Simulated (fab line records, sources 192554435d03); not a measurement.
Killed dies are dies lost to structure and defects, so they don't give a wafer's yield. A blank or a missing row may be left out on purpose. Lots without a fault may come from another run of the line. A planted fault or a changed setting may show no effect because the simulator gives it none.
Chamber matching | flow n5_finfet | N5_BEOL_M10_ETCH_61 on rie_diel-06: 4 sister chambers
The step etches SiARC in CF4, target depth 39 nm, time 65 s. 4 wafers are shown with their chamber, then 12 later ones without.

WAFERS WITH THEIR CHAMBER
wafer  | chamber | showerhead_plenum_p_Torr (Torr)
L086.3 | 0       | 2.20
L085.2 | 2       | 2.16
L090.3 | 1       | 2.24
L090.5 | 3       | 2.08

WAFERS WITHOUT THEIR CHAMBER
wafer  | showerhead_plenum_p_Torr (Torr)
L091.3 | 2.16
L091.4 | 2.24
L091.6 | 2.16
L092.2 | 2.20
L092.3 | 2.16
L092.5 | 2.08
L094.2 | 2.15
L094.4 | 2.23
L094.5 | 2.15
L096.3 | 2.07
L096.5 | 2.07
L096.6 | 2.19

WHICH CHAMBER EACH WENT THROUGH
wafer  | from the rows above | in truth
L091.3 | 2                   | 2
L091.4 | 1                   | 1
L091.6 | 2                   | 2
L092.2 | 0                   | 0
L092.3 | 2                   | 2
L092.5 | 3                   | 3
L094.2 | 2                   | 2
L094.4 | 1                   | 1
L094.5 | 2                   | 2
L096.3 | 3                   | 3
L096.5 | 3                   | 3
L096.6 | 0                   | 0
Placed correctly: 12 of 12. Can't be placed from these rows: 0. Placed wrongly: 0.
How it was worked out, from the rows above alone: a wafer's distance from a chamber is the root of the sum, over the readings, of the square of ((its reading less the chamber's mean) divided by the reading's scatter). The wafer belongs to the nearest chamber; if the next one is less than 2 further off, it can't be placed. A chamber's mean is the mean of its shown wafers. The scatter: with one shown wafer a chamber, the root of the mean of the squares of how far each hidden wafer lies from its nearest shown one.
